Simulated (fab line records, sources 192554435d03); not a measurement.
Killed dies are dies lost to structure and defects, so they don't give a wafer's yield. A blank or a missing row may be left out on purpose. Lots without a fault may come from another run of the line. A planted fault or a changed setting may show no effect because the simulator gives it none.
Chamber matching | flow n5_finfet | N5_BEOL_M10_CMP_52 on cmp-03: 4 sister chambers
The step polishes, stops on SiCOH lowk, t overpolish 7 s, target thk 140 nm. 8 wafers are shown with their chamber, then 9 later ones without.

WAFERS WITH THEIR CHAMBER
wafer  | chamber | motor_current_A (A) | time_to_endpoint_s (s)
L083.5 | 0       | 5.1                 | 74
L084.2 | 1       | 8.6                 | 63
L084.5 | 2       | 6.2                 | 61
L085.3 | 2       | 6.3                 | 63
L085.5 | 3       | 5.7                 | 62
L092.2 | 0       | 5.6                 | 69
L092.4 | 1       | 8.7                 | 63
L092.5 | 3       | 5.8                 | 62

WAFERS WITHOUT THEIR CHAMBER
wafer  | motor_current_A (A) | time_to_endpoint_s (s)
L095.1 | 8.4                 | 66
L095.3 | 6.3                 | 66
L095.5 | 5.5                 | 72
L096.2 | 8.5                 | 66
L096.4 | 6.5                 | 63
L096.6 | 5.3                 | 60
L097.2 | 8.3                 | 61
L097.3 | 5.5                 | 59
L097.4 | 6.2                 | 60

WHICH CHAMBER EACH WENT THROUGH
wafer  | from the rows above     | in truth
L095.1 | 1                       | 1
L095.3 | can't be placed: 2 or 3 | 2
L095.5 | 0                       | 0
L096.2 | 1                       | 1
L096.4 | 2                       | 2
L096.6 | 3                       | 3
L097.2 | 1                       | 1
L097.3 | 3                       | 3
L097.4 | can't be placed: 2 or 3 | 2
Placed correctly: 7 of 9. Can't be placed from these rows: 2 (the true chamber is among the candidates in 2). Placed wrongly: 0.
How it was worked out, from the rows above alone: a wafer's distance from a chamber is the root of the sum, over the readings, of the square of ((its reading less the chamber's mean) divided by the reading's scatter). The wafer belongs to the nearest chamber; if the next one is less than 2 further off, it can't be placed. A chamber's mean is the mean of its shown wafers. The scatter: the root of (the sum of the squares of (reading less its chamber's mean) over the shown wafers, divided by (wafers less chambers)).
